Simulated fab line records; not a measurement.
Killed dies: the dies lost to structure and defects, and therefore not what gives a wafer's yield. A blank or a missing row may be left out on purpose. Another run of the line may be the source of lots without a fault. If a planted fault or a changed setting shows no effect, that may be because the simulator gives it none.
fab line records	flow nandHarc
record: lots: 24	wafers: 72	lastDay: 24
route steps=1159 shown A_STAIRCASE@707 A_SGD_CUT@761 A_SLIT@780
lots that met no fault: from a run of the same line without faults
startH: hours from the record's opening day to when the first of the lot's shown wafers began	waitH: hours elapsed since this lot's preceding step	" as in the row above	L1.1+2: several wafers, shown together as one row	- no value, or no start given	* or withheld: withheld	< > ~ a bound
route shown NAME@n: NAME is a module with steps in the file, n the number in the route of the first one	usual: the fault-free wafers' mean and standard deviation	same: alike in all rows	chamber/n: place in a boat	sites: readings site by site	_std_site: their standard deviation	_edge_site: outer sites' mean less inner sites'	radiusMm: for every site, how far away it sits from the centre of the wafer	mask NAME#n: copy n	behind: the most recent tool/chamber to have shaped the wafer	hold: why the lot was held/for how many hours/how that ended	device: whichever transistor did not switch (one of n, p or np)	end of line: the route-end tests of the same wafers	step lacking rows: just its recipe	killed: not the wafer's yield, but the dies lost to structure and defects at the first sort	map: a wafer's dies, marking killed ones x, the rest . and places with no die _
set.NAME: the setting the step ran with; set.NAME@STEP: the setting that earlier step ran with	model.NAME: the simulator's own value behind a step, which no gauge read
route steps across a sampled set of lots; one table per step, one row per wafer
services: when a tool's chamber went out of use (startH, in hours from the record's first day, below 0 if earlier), for how many hours, and the reason
== steps ==
step: NHARC_A_STAIRCASE_DEP_151
recipe: targetThkA: 38000	tempC: 400	targetThkNm: 3800	teosFlowSccm: 200	rfW: 500	material: SiO2
usual: heaterPowerW: 666/110
lot.wafer	tool	chamber	startH	waitH	heaterPowerW
L074.1	pecvd-04	1	258.24	0.4	740
L074.3	"	2	"	"	565
L074.5	"	1	"	"	599
L075.3	pecvd-04	0	282.04	0.4	826
L075.2	"	1	"	"	746
L075.1	"	2	"	"	608
L077.2	pecvd-01	0	294.28	0.6	682
L077.1	"	1	"	"	746
L077.3	"	2	"	"	714
L076.2	pecvd-04	2	294.42	0.7	581
L076.3	"	0	"	"	861
L076.6	"	2	"	"	500
L078.1	pecvd-01	2	294.85	1.1	751
L078.6	"	0	"	"	562
L078.4	"	1	"	"	726
L079.3	pecvd-04	0	307.28	0.4	798
L079.4	"	1	"	"	621
L079.6	"	2	"	"	513
L080.1	pecvd-01	2	307.28	0.4	650
L080.5	"	2	"	"	608
L080.4	"	0	"	"	557
L082.2	pecvd-03	1	312.86	0.5	861
L082.5	"	1	"	"	718
L082.6	"	2	"	"	654
L081.2	pecvd-04	2	326.80	0.4	610
L081.1	"	1	"	"	680
L081.4	"	1	"	"	627
L085.3	pecvd-03	1	339.32	0.4	854
L085.2	"	2	"	"	642
L085.6	"	2	"	"	637
L084.3	pecvd-01	2	339.42	0.5	728
L084.4	"	1	"	"	702
L084.5	"	2	"	"	612
L087.1	pecvd-04	1	345.91	0.7	761
L087.6	"	0	"	"	670
L087.5	"	1	"	"	609
L086.2	pecvd-04	0	348.34	0.5	761
L086.3	"	0	"	"	680
L086.5	"	1	"	"	607
L083.5	pecvd-03	0	348.48	0.7	461
L083.4	"	1	"	"	719
L083.6	"	2	"	"	655
L089.1	pecvd-01	2	361.40	0.4	661
L089.3	"	1	"	"	806
L089.4	"	0	"	"	570
L088.1	pecvd-03	0	361.45	0.5	578
L088.2	"	1	"	"	855
L088.4	"	2	"	"	628
L090.4	pecvd-03	2	379.90	0.7	646
L090.5	"	0	"	"	478
L090.6	"	1	"	"	745
L093.1	pecvd-01	1	388.00	0.5	789
L093.2	"	2	"	"	625
L093.3	"	0	"	"	673
L092.6	pecvd-03	0	388.16	0.7	464
L092.4	"	1	"	"	718
L092.5	"	2	"	"	644
L094.3	pecvd-04	2	392.71	0.4	622
L094.2	"	0	"	"	872
L094.1	"	1	"	"	758
L091.2	pecvd-03	2	392.90	0.6	741
L091.5	"	0	"	"	450
L091.4	"	1	"	"	715
L097.1	pecvd-04	1	412.80	0.4	689
L097.5	"	1	"	"	629
L097.4	"	0	"	"	716
L096.1	pecvd-03	0	412.98	0.6	575
L096.6	"	2	"	"	648
L096.4	"	0	"	"	463
L095.3	pecvd-01	1	412.99	0.6	807
L095.6	"	2	"	"	618
L095.4	"	0	"	"	583
step: NHARC_A_STAIRCASE_ETCHBACK_157
recipe: targetDepthA: 900	overEtchFrac: 0.3	timeS: 167.14	ionEnergyEv: 120	ch3fFlowSccm: 50	o2FlowSccm: 30	arFlowSccm: 200	rfW: 500	biasW: 100	chemistry: CH3F/O2
usual: biasW: 99.97/0.29	drypumpMotorCurrentA: 5.5/0.39	o2FlowSccm: 30.01/0.092	oesProductAu: 0.97/0.034	rfVppV: 244.0/1.4	showerheadPlenumPTorr: 2.43/0.081	throttleValvePct: 20.663/0.0087
lot.wafer	tool	chamber	startH	waitH	biasW	drypumpMotorCurrentA	o2FlowSccm	oesProductAu	rfHoursCounterH	rfVppV	showerheadPlenumPTorr	throttleValvePct
L074.1	rieDiel-03	1	286.12	0.2	99.80	4.9	29.92	0.95	23	244.1	2.51	20.674
L074.3	"	2	"	"	100.15	5.2	30.00	0.98	26	247.0	2.53	20.666
L074.5	"	0	"	"	100.64	5.1	30.12	0.97	-	244.3	2.44	20.669
L075.1	rieDiel-02	1	311.52	0.2	99.95	6.0	30.10	0.97	52	241.1	2.29	20.669
L075.2	"	2	"	"	100.27	5.3	29.96	0.96	56	243.1	2.37	20.656
L075.3	"	3	"	"	99.97	5.2	30.09	0.97	54	244.3	2.41	20.645
L078.4	rieDiel-12	3	323.54	0.2	100.08	5.3	30.11	0.98	36	245.3	2.50	20.644
L078.1	"	0	"	"	100.04	5.6	30.08	0.96	42	245.0	2.51	20.654
L078.6	"	2	"	"	100.10	6.1	29.88	0.96	-	245.8	2.58	20.652
L077.1	rieDiel-12	0	323.75	0.2	99.70	5.6	30.06	0.92	42	246.9	2.51	20.670
L077.3	"	1	"	"	99.80	5.9	29.91	0.94	42	246.2	2.36	20.656
L077.2	"	2	"	"	99.92	6.1	30.12	0.91	40	245.7	2.58	20.643
L076.2	rieDiel-12	0	324.45	0.1	99.63	5.6	30.06	0.98	42	245.8	2.51	20.662
L076.3	"	3	"	"	100.18	5.3	30.01	0.91	37	246.3	2.50	20.662
L076.6	"	0	"	"	99.76	5.6	30.06	0.97	-	246.4	2.51	20.662
L082.2	rieDiel-03	3	338.50	0.2	99.85	6.1	29.98	0.94	45	243.5	2.43	20.673
L082.5	"	0	"	"	100.22	5.1	30.06	0.92	-	243.1	2.44	20.668
L082.6	"	2	"	"	99.80	5.2	30.03	0.92	-	245.0	2.53	20.648
L079.3	rieDiel-12	2	338.59	0.2	99.79	6.1	29.99	0.91	46	245.9	2.57	20.665
L079.6	"	3	"	"	100.05	5.3	29.98	0.92	-	245.4	2.50	20.651
L079.4	"	0	"	"	99.60	5.6	29.78	0.91	-	247.0	2.51	20.671
L080.4	rieDiel-12	0	339.89	0.1	99.87	5.6	30.00	0.97	49	244.9	2.51	20.658
L080.1	"	1	"	"	99.53	5.9	30.12	1.00	50	242.9	2.36	20.675
L080.5	"	3	"	"	100.42	5.3	29.87	0.99	-	244.7	2.50	20.674
L081.2	rieDiel-03	0	358.59	0.1	99.88	5.1	29.99	0.95	50	242.8	2.43	20.660
L081.4	"	1	"	"	99.40	4.9	30.03	0.95	47	245.2	2.50	20.656
L081.1	"	3	"	"	99.91	6.1	30.15	0.95	53	244.0	2.42	20.659
L085.2	rieDiel-02	2	369.52	0.2	99.45	5.3	30.01	0.99	10	242.9	2.37	20.661
L085.3	"	1	"	"	99.97	6.0	29.88	0.99	10	241.5	2.29	20.658
L085.6	"	3	"	"	100.34	5.2	30.08	1.04	-	243.0	2.41	20.673
L084.4	rieDiel-03	1	369.82	0.2	100.24	4.9	29.93	0.93	50	244.9	2.50	20.663
L084.3	"	2	"	"	99.02	5.2	30.16	0.93	55	245.0	2.52	20.646
L084.5	"	0	"	"	100.14	5.1	30.13	0.93	-	243.0	2.43	20.664
L086.3	rieDiel-12	3	376.47	0.2	100.04	5.3	30.11	1.00	56	244.3	2.49	20.658
L086.2	"	1	"	"	99.72	5.9	30.06	0.98	60	242.9	2.36	20.669
L086.5	"	3	"	"	100.51	5.3	30.03	1.00	-	243.9	2.49	20.670
L087.1	rieDiel-03	3	377.69	0.2	99.76	6.0	30.05	1.02	61	244.1	2.42	20.665
L087.5	"	3	"	"	99.87	6.1	29.92	1.01	-	243.8	2.42	20.658
L087.6	"	0	"	"	99.91	5.1	30.08	1.01	-	244.1	2.43	20.658
L083.4	rieDiel-02	3	379.15	0.2	99.54	5.2	30.01	1.03	13	243.6	2.41	20.656
L083.5	"	2	"	"	99.82	5.4	29.96	0.99	-	242.8	2.36	20.670
L083.6	"	3	"	"	99.65	5.2	29.95	1.03	-	243.5	2.41	20.649
L088.1	rieDiel-02	0	388.25	0.2	99.85	5.8	30.04	1.00	15	241.8	2.35	20.671
L088.2	"	1	"	"	99.55	6.0	30.08	0.99	18	241.1	2.29	20.669
L088.4	"	3	"	"	100.09	5.2	30.12	1.04	18	243.9	2.40	20.676
L089.4	rieDiel-03	3	388.79	0.2	99.55	6.1	29.95	0.94	68	241.7	2.42	20.658
L089.1	"	0	"	"	100.02	5.1	29.94	0.94	67	243.3	2.43	20.658
L089.3	"	1	"	"	100.46	4.9	30.16	0.92	62	244.4	2.49	20.669
L090.4	rieDiel-12	2	407.59	0.2	100.34	6.1	29.98	0.98	9	244.6	2.56	20.661
L090.6	"	3	"	"	99.64	5.3	29.77	0.99	-	244.4	2.49	20.660
L090.5	"	0	"	"	100.26	5.6	29.97	1.01	-	245.7	2.50	20.675
L093.2	rieDiel-03	3	415.51	0.1	99.96	6.0	30.05	0.99	4	244.6	2.41	20.658
L093.1	"	1	"	"	99.92	4.9	30.08	1.00	5	245.9	2.49	20.671
L093.3	"	2	"	"	99.85	5.2	30.04	1.01	5	245.5	2.51	20.648
L092.4	rieDiel-12	1	415.84	0.2	99.43	5.9	30.01	1.00	12	242.3	2.35	20.678
L092.5	"	3	"	"	100.23	5.3	29.90	0.96	-	244.4	2.49	20.671
L092.6	"	0	"	"	100.16	5.6	29.81	0.99	-	243.7	2.50	20.674
L091.4	rieDiel-02	3	420.61	0.2	99.58	5.2	29.91	0.94	31	242.8	2.40	20.660
L091.2	"	0	"	"	100.30	5.8	30.05	0.93	26	242.6	2.35	20.674
L091.5	"	2	"	"	99.26	5.3	30.01	0.92	-	242.3	2.36	20.652
L094.2	rieDiel-02	0	420.71	0.1	100.25	5.9	30.09	0.94	26	242.4	2.35	20.667
L094.1	"	1	"	"	99.72	6.0	30.19	0.93	30	241.9	2.28	20.661
L094.3	"	3	"	"	99.79	5.2	30.01	0.95	31	244.7	2.40	20.668
L095.3	rieDiel-03	2	445.31	0.2	99.96	5.2	30.10	1.02	15	244.8	2.51	20.650
L095.4	"	3	"	"	100.27	6.0	30.12	1.01	14	244.0	2.41	20.663
L095.6	"	1	"	"	99.64	4.9	30.23	1.01	-	243.6	2.48	20.680
L096.1	rieDiel-02	2	445.51	0.2	100.53	5.4	29.98	0.97	40	243.5	2.36	20.649
L096.4	"	3	"	"	99.79	5.2	30.01	1.00	40	241.7	2.40	20.656
L096.6	"	2	"	"	100.08	5.3	29.84	0.97	-	242.2	2.36	20.647
L097.4	rieDiel-02	3	445.81	0.2	99.72	5.2	29.86	1.02	40	242.7	2.40	20.670
L097.1	"	0	"	"	99.89	5.8	30.06	0.98	35	243.7	2.35	20.664
L097.5	"	1	"	"	99.76	6.0	29.97	0.97	-	244.0	2.28	20.670
step: NHARC_A_SGD_CUT_DESCUM_14
recipe: timeS: 3	o2FlowSccm: 200	arFlowSccm: 0	biasPowerW: 0	chemistry: O2
usual: drypumpMotorCurrentA: 5.7/0.42	o2FlowSccm: 200.0/0.61	oesProductAu: 0.995/0.011	rfVppV: 57.7/0.83	showerheadPlenumPTorr: 1.90/0.075	throttleValvePct: 11.312/0.0084
lot.wafer	tool	chamber	startH	waitH	drypumpMotorCurrentA	o2FlowSccm	oesProductAu	rfHoursCounterH	rfVppV	showerheadPlenumPTorr	throttleValvePct
L074.3	rieDiel-09	3	287.89	0.1	5.9	200.3	0.993	3	57.8	1.88	11.293
L074.1	"	0	"	"	5.8	199.8	0.991	3	56.3	1.83	11.313
L074.5	"	2	"	"	6.1	199.4	0.993	-	57.9	1.87	11.305
L075.3	rieDiel-04	0	313.40	0.1	5.1	200.6	1.001	1	57.5	1.89	11.322
L075.2	"	2	"	"	5.7	200.1	1.004	0	55.7	1.91	11.305
L075.1	"	3	"	"	5.4	200.6	0.995	0	57.4	1.80	11.311
L078.1	rieDiel-04	1	325.40	0.1	6.4	200.4	0.984	1	57.2	2.06	11.324
L078.4	"	3	"	"	5.4	199.9	0.982	1	58.1	1.80	11.310
L078.6	"	1	"	"	6.4	200.1	0.979	-	59.5	2.06	11.320
L077.2	rieDiel-06	2	325.56	0.1	5.8	201.7	0.989	6	56.4	1.89	11.307
L077.1	"	0	"	"	4.8	200.3	0.997	7	58.3	1.97	11.309
L077.3	"	1	"	"	5.9	200.5	1.009	7	58.7	1.97	11.321
L076.3	rieDiel-04	0	326.28	0.1	5.2	200.6	0.993	1	57.2	1.89	11.305
L076.2	"	2	"	"	5.8	201.0	1.013	2	58.2	1.91	11.321
L076.6	"	0	"	"	5.2	199.6	1.008	-	58.2	1.89	11.328
L082.2	rieDiel-04	0	340.38	0.1	5.1	199.2	0.997	2	57.8	1.89	11.296
L082.6	"	3	"	"	5.4	198.9	0.992	-	57.4	1.80	11.319
L082.5	"	0	"	"	5.1	199.7	1.004	-	58.7	1.89	11.307
L079.3	rieDiel-06	1	340.54	0.1	6.0	200.0	1.011	9	56.8	1.97	11.299
L079.4	"	0	"	"	4.8	199.6	1.011	8	58.4	1.97	11.318
L079.6	"	1	"	"	5.9	199.7	1.019	-	56.7	1.97	11.324
L080.1	rieDiel-09	0	341.70	0.1	5.8	200.2	0.998	9	57.1	1.82	11.309
L080.4	"	1	"	"	5.5	200.2	1.020	8	57.4	1.89	11.305
L080.5	"	0	"	"	5.8	200.3	0.996	-	57.2	1.82	11.317
L081.2	rieDiel-04	0	360.56	0.1	5.1	200.4	1.015	4	57.6	1.89	11.308
L081.4	"	1	"	"	6.4	197.9	0.998	4	57.5	2.06	11.301
L081.1	"	2	"	"	5.8	200.0	0.994	5	57.4	1.91	11.315
L085.3	rieDiel-06	1	371.29	0.1	5.9	199.6	1.002	11	58.6	1.97	11.304
L085.2	"	2	"	"	5.8	200.6	0.996	11	55.9	1.89	11.293
L085.6	"	2	"	"	5.8	200.0	0.999	-	57.8	1.89	11.308
L084.3	rieDiel-04	3	371.64	0.1	5.4	199.9	0.972	5	58.2	1.80	11.305
L084.4	"	0	"	"	5.2	200.3	0.999	5	57.8	1.89	11.311
L084.5	"	2	"	"	5.7	199.0	1.002	-	57.9	1.91	11.312
L086.2	rieDiel-09	0	378.42	0.1	5.8	200.9	0.999	13	57.0	1.82	11.315
L086.3	"	2	"	"	6.1	200.9	0.974	12	58.3	1.87	11.324
L086.5	"	0	"	"	5.7	201.5	0.992	-	56.5	1.82	11.320
L087.1	rieDiel-06	2	380.02	0.1	5.8	200.1	0.999	12	57.7	1.89	11.319
L087.6	"	3	"	"	5.9	200.8	0.980	-	56.9	1.80	11.309
L087.5	"	0	"	"	4.8	199.7	0.999	-	59.0	1.96	11.308
L083.4	rieDiel-06	2	381.03	0.1	5.8	199.7	0.997	12	58.3	1.89	11.314
L083.6	"	2	"	"	5.8	199.4	0.992	-	59.1	1.89	11.319
L083.5	"	3	"	"	5.9	200.8	0.987	-	58.8	1.80	11.334
L088.1	rieDiel-04	1	390.71	0.1	6.4	200.6	0.979	7	56.6	2.06	11.310
L088.2	"	2	"	"	5.7	200.3	0.982	7	58.2	1.91	11.310
L088.4	"	0	"	"	5.2	199.4	0.986	6	57.9	1.89	11.305
L089.3	rieDiel-06	3	390.88	0.1	5.9	200.4	0.987	13	56.4	1.80	11.303
L089.1	"	0	"	"	4.8	199.6	1.002	13	57.7	1.96	11.326
L089.4	"	1	"	"	5.9	200.5	1.021	13	59.2	1.97	11.296
L090.4	rieDiel-06	0	409.48	0.1	4.8	199.3	0.997	15	58.1	1.96	11.313
L090.5	"	1	"	"	5.9	199.8	1.001	-	58.0	1.97	11.322
L090.6	"	2	"	"	5.8	200.4	0.994	-	60.3	1.89	11.304
L093.3	rieDiel-04	3	417.42	0.1	5.4	199.1	0.992	8	57.6	1.80	11.304
L093.1	"	0	"	"	5.1	200.6	0.990	8	57.8	1.89	11.323
L093.2	"	1	"	"	6.4	200.0	0.987	9	57.0	2.05	11.313
L092.4	rieDiel-09	0	417.79	0.1	5.8	200.9	0.995	17	56.6	1.82	11.315
L092.6	"	1	"	"	5.5	200.1	1.009	-	58.2	1.88	11.305
L092.5	"	2	"	"	6.1	200.2	0.985	-	58.9	1.87	11.320
L091.2	rieDiel-04	2	423.26	0.1	5.8	200.0	1.000	10	57.9	1.91	11.314
L091.4	"	0	"	"	5.1	200.4	0.986	9	58.0	1.89	11.316
L091.5	"	1	"	"	6.4	199.6	0.994	-	57.1	2.05	11.324
L094.1	rieDiel-09	0	423.68	0.1	5.8	199.3	0.995	18	57.4	1.82	11.324
L094.3	"	2	"	"	6.2	199.9	0.977	17	57.4	1.87	11.311
L094.2	"	3	"	"	5.9	199.6	0.982	19	57.9	1.88	11.309
L095.3	rieDiel-06	2	447.20	0.1	5.8	200.3	1.010	2	58.4	1.89	11.316
L095.4	"	3	"	"	5.9	199.7	0.991	2	56.7	1.80	11.307
L095.6	"	1	"	"	5.9	200.5	0.971	-	58.6	1.97	11.317
L096.4	rieDiel-04	3	447.40	0.1	5.4	199.3	0.980	11	58.5	1.80	11.315
L096.1	"	1	"	"	6.4	199.3	0.999	12	57.9	2.05	11.310
L096.6	"	0	"	"	5.1	199.6	0.991	-	56.1	1.89	11.302
L097.1	rieDiel-09	0	447.68	0.1	5.7	200.5	0.988	0	56.8	1.82	11.313
L097.4	"	2	"	"	6.1	199.9	0.970	0	57.2	1.87	11.316
L097.5	"	3	"	"	5.9	200.2	1.004	-	58.6	1.88	11.320
step: NHARC_A_SLIT_DEP_00
recipe: targetThkA: 32000	tempC: 400	material: aC
usual: throttleValvePct: 35.000/0.0084
lot.wafer	tool	chamber	startH	waitH	throttleValvePct
L074.1	aclDep-03	0	297.37	-	34.991
L074.3	"	0	"	"	35.012
L074.5	"	0	"	"	35.004
L075.1	aclDep-02	0	322.51	-	35.018
L075.2	"	0	"	"	35.008
L075.3	"	0	"	"	34.982
L078.1	aclDep-02	0	333.43	-	34.989
L078.4	"	0	"	"	34.996
L078.6	"	0	"	"	35.003
L076.2	aclDep-01	0	333.82	-	35.003
L076.3	"	0	"	"	35.016
L076.6	"	0	335.16	-	35.004
L077.1	aclDep-03	0	334.25	-	34.998
L077.2	"	0	"	"	35.005
L077.3	"	0	"	"	35.011
L080.1	aclDep-02	0	347.48	-	34.991
L080.4	"	0	"	"	34.991
L080.5	"	0	"	"	35.001
L082.2	aclDep-01	0	347.77	-	35.007
L082.5	"	0	"	"	35.011
L082.6	"	0	"	"	34.991
L079.3	aclDep-03	0	347.90	-	35.000
L079.4	"	0	"	"	35.007
L079.6	"	0	"	"	35.009
L081.1	aclDep-01	0	370.72	-	35.009
L081.2	"	0	"	"	34.999
L081.4	"	0	"	"	34.998
L085.2	aclDep-01	0	378.75	-	34.997
L085.3	"	0	"	"	34.997
L085.6	"	0	"	"	35.001
L084.3	aclDep-03	0	379.24	-	34.992
L084.4	"	0	"	"	35.000
L084.5	"	0	"	"	35.003
L087.1	aclDep-02	0	386.07	-	34.992
L087.5	"	0	387.39	-	35.000
L087.6	"	0	"	"	34.995
L086.2	aclDep-03	0	386.29	-	34.997
L086.3	"	0	"	"	34.988
L086.5	"	0	"	"	35.017
L083.4	aclDep-01	0	386.92	-	34.998
L083.5	"	0	"	"	35.001
L083.6	"	0	"	"	35.000
L088.1	aclDep-01	0	397.84	-	34.996
L088.2	"	0	"	"	34.997
L088.4	"	0	"	"	35.004
L089.1	aclDep-03	0	398.21	-	35.010
L089.3	"	0	"	"	35.021
L089.4	"	0	"	"	34.997
L090.4	aclDep-02	0	417.26	-	34.998
L090.5	"	0	"	"	34.999
L090.6	"	0	"	"	34.995
L093.1	aclDep-02	0	424.55	-	35.010
L093.2	"	0	"	"	35.006
L093.3	"	0	"	"	34.996
L092.4	aclDep-03	0	426.70	-	34.998
L092.5	"	0	"	"	35.017
L092.6	"	0	"	"	35.007
L091.2	aclDep-03	0	431.77	-	34.985
L091.4	"	0	"	"	34.995
L091.5	"	0	"	"	34.990
L094.1	aclDep-01	0	431.79	-	35.001
L094.2	"	0	"	"	34.994
L094.3	"	0	"	"	34.999
L096.1	aclDep-03	0	457.18	-	35.001
L096.4	"	0	"	"	34.999
L096.6	"	0	"	"	35.000
L097.1	aclDep-01	0	457.28	-	34.990
L097.4	"	0	458.29	-	35.011
L097.5	"	0	"	"	35.002
L095.3	aclDep-02	0	457.86	-	34.992
L095.4	"	0	"	"	34.985
L095.6	"	0	"	"	34.997
step: NHARC_A_SLIT_OVL_MEAS_10
usual: overlayXNm: 0.0/0.7	overlayYNm: -0.2/0.79
lot.wafer	tool	chamber	startH	waitH	overlayXNm	overlayYNm
L074.1	overlay-02	-	300.23	-	0.1	0.6
L074.3	"	-	"	"	0.2	1.3
L074.5	"	-	"	"	-0.4	0.8
L075.1	overlay-02	-	325.24	-	-0.1	0.9
L075.2	"	-	"	"	0.1	-0.4
L075.3	"	-	"	"	-0.4	0.0
L078.1	overlay-01	-	336.19	-	0.2	-0.6
L078.4	"	-	"	"	1.2	-0.7
L078.6	"	-	"	"	-0.1	-1.4
L076.2	overlay-02	-	336.35	-	0.2	-0.8
L076.3	"	-	"	"	0.8	-0.5
L076.6	"	-	"	"	0.3	-0.5
L077.1	overlay-01	-	337.06	-	-0.6	-0.3
L077.2	"	-	"	"	-1.5	-0.4
L077.3	"	-	"	"	-1.0	-0.4
L079.3	overlay-02	-	350.00	-	0.5	-0.8
L079.4	"	-	"	"	1.1	-1.0
L079.6	"	-	"	"	0.3	-0.4
L082.2	overlay-02	-	350.21	-	0.6	-0.3
L082.5	"	-	"	"	0.8	-0.1
L082.6	"	-	"	"	0.0	0.1
L080.1	overlay-02	-	350.24	-	-1.4	-1.3
L080.4	"	-	"	"	-1.6	-1.3
L080.5	"	-	"	"	-1.5	-1.3
L081.1	overlay-02	-	373.51	-	-0.5	0.4
L081.2	"	-	"	"	-0.5	0.0
L081.4	"	-	"	"	-0.9	0.1
L085.2	overlay-02	-	381.03	-	0.7	-0.1
L085.3	"	-	"	"	0.1	0.3
L085.6	"	-	"	"	0.8	-0.2
L084.3	overlay-02	-	381.36	-	0.6	1.7
L084.4	"	-	"	"	0.5	1.8
L084.5	"	-	"	"	-0.1	1.5
L083.4	overlay-02	-	389.00	-	0.4	0.2
L083.5	"	-	"	"	-0.1	0.0
L083.6	"	-	"	"	-0.1	0.0
L086.2	overlay-02	-	389.18	-	0.5	-1.6
L086.3	"	-	"	"	0.2	-1.4
L086.5	"	-	"	"	-0.1	-1.8
L087.1	overlay-02	-	389.33	-	-0.5	0.0
L087.5	"	-	"	"	-0.9	0.1
L087.6	"	-	"	"	-1.3	0.0
L088.1	overlay-02	-	400.62	-	0.1	1.4
L088.2	"	-	"	"	0.4	1.4
L088.4	"	-	"	"	-0.4	1.5
L089.1	overlay-02	-	400.99	-	-0.6	-1.0
L089.3	"	-	"	"	-0.5	-1.0
L089.4	"	-	"	"	-0.7	-1.0
L090.4	overlay-02	-	418.93	-	-0.2	-0.9
L090.5	"	-	"	"	0.4	-0.9
L090.6	"	-	"	"	0.4	-1.2
L093.1	overlay-02	-	427.31	-	-1.1	-0.1
L093.2	"	-	"	"	-0.4	-0.3
L093.3	"	-	"	"	-0.5	-0.5
L092.4	overlay-02	-	428.55	-	0.7	0.1
L092.5	"	-	"	"	0.4	0.1
L092.6	"	-	"	"	0.7	0.2
L091.2	overlay-02	-	434.41	-	0.0	-0.5
L091.4	"	-	"	"	1.1	-0.3
L091.5	"	-	"	"	0.8	-0.5
L094.1	overlay-02	-	434.59	-	-0.1	-1.3
L094.2	"	-	"	"	-0.3	-0.8
L094.3	"	-	"	"	-0.2	-1.6
L096.1	overlay-02	-	459.81	-	0.2	0.0
L096.4	"	-	"	"	0.6	-0.4
L096.6	"	-	"	"	0.3	-1.3
L095.3	overlay-02	-	460.03	-	-0.3	0.6
L095.4	"	-	"	"	-0.1	0.2
L095.6	"	-	"	"	0.0	0.2
L097.1	overlay-02	-	460.19	-	1.3	-0.5
L097.4	"	-	"	"	1.6	-0.1
L097.5	"	-	"	"	2.2	-0.5
step: NHARC_A_SLIT_CD_MEAS_21
usual: cdNm: 290.0/1.2
lot.wafer	tool	chamber	startH	waitH	cdNm
L074.1	cdSem-01	-	303.72	-	291.5
L074.3	"	-	"	"	290.6
L074.5	"	-	"	"	288.8
L075.1	cdSem-01	-	328.85	-	290.5
L075.2	"	-	"	"	288.9
L075.3	"	-	"	"	291.2
L078.1	cdSem-03	-	339.69	-	288.0
L078.4	"	-	"	"	287.4
L078.6	"	-	"	"	290.4
L076.2	cdSem-01	-	339.93	-	288.4
L076.3	"	-	"	"	289.3
L076.6	"	-	"	"	288.5
L077.1	cdSem-03	-	341.38	-	288.5
L077.2	"	-	"	"	291.9
L077.3	"	-	"	"	289.9
L079.3	cdSem-03	-	353.53	-	290.2
L079.4	"	-	"	"	291.1
L079.6	"	-	"	"	290.6
L082.2	cdSem-01	-	355.19	-	289.9
L082.5	"	-	"	"	289.8
L082.6	"	-	"	"	288.3
L080.1	cdSem-02	-	356.88	-	288.7
L080.4	"	-	"	"	291.6
L080.5	"	-	"	"	291.7
L081.1	cdSem-01	-	376.97	-	290.7
L081.2	"	-	"	"	288.5
L081.4	"	-	"	"	290.8
L085.2	cdSem-01	-	384.60	0.1	288.6
L085.3	"	-	"	"	291.6
L085.6	"	-	"	"	291.6
L084.3	cdSem-02	-	384.95	-	289.3
L084.4	"	-	"	"	290.9
L084.5	"	-	"	"	290.6
L083.4	cdSem-01	-	393.17	-	291.8
L083.5	"	-	"	"	290.9
L083.6	"	-	"	"	292.2
L086.2	cdSem-01	-	393.52	0.1	287.9
L086.3	"	-	"	"	288.5
L086.5	"	-	"	"	289.0
L087.1	cdSem-02	-	394.86	0.1	291.4
L087.5	"	-	"	"	288.8
L087.6	"	-	"	"	289.8
L088.1	cdSem-02	-	404.14	-	289.4
L088.2	"	-	"	"	291.5
L088.4	"	-	"	"	289.6
L089.1	cdSem-02	-	404.88	0.1	289.8
L089.3	"	-	"	"	287.5
L089.4	"	-	"	"	291.3
L090.4	cdSem-01	-	422.47	-	290.4
L090.5	"	-	"	"	288.4
L090.6	"	-	"	"	289.4
L093.1	cdSem-02	-	430.88	-	292.1
L093.2	"	-	"	"	291.8
L093.3	"	-	"	"	290.8
L092.4	cdSem-01	-	432.04	-	291.0
L092.5	"	-	"	"	289.4
L092.6	"	-	"	"	292.8
L091.2	cdSem-01	-	437.95	-	290.1
L091.4	"	-	"	"	291.1
L091.5	"	-	"	"	290.2
L094.1	cdSem-03	-	438.12	-	290.6
L094.2	"	-	"	"	289.6
L094.3	"	-	"	"	289.4
L096.1	cdSem-01	-	463.32	-	289.2
L096.4	"	-	"	"	290.6
L096.6	"	-	"	"	290.0
L095.3	cdSem-02	-	463.62	-	290.3
L095.4	"	-	"	"	291.0
L095.6	"	-	"	"	291.1
L097.1	cdSem-02	-	464.98	-	291.1
L097.4	"	-	"	"	290.9
L097.5	"	-	"	"	290.8
== services ==
tool	chamber	startH	hours	kind
rieDiel-04	-	236.20	1.2	repair
rieDiel-06	-	241.20	9.0	pm
rieDiel-04	-	250.73	0.4	repair
pecvd-04	-	260.62	1.5	repair
rieDiel-04	0	275.31	11.8	repair
rieDiel-02	3	287.61	5.5	repair
rieDiel-04	-	289.05	9.0	pm
pecvd-03	-	292.01	13.0	pm
aclDep-01	-	292.38	13.0	pm
rieDiel-12	3	319.36	2.0	repair
rieDiel-02	-	327.86	9.0	pm
rieDiel-03	1	332.84	6.5	repair
rieDiel-06	0	336.10	3.1	repair
rieDiel-12	1	337.97	1.2	repair
pecvd-04	2	343.23	18.0	repair
aclDep-03	-	355.79	4.2	repair
pecvd-04	-	376.19	13.0	pm
rieDiel-12	-	379.86	9.0	pm
rieDiel-02	0	383.46	2.1	repair
rieDiel-02	-	388.79	0.9	repair
rieDiel-03	-	392.39	9.0	pm
aclDep-03	-	406.13	13.0	pm
rieDiel-06	-	418.29	9.0	pm
pecvd-04	1	441.35	3.8	repair
== key ==
fault none
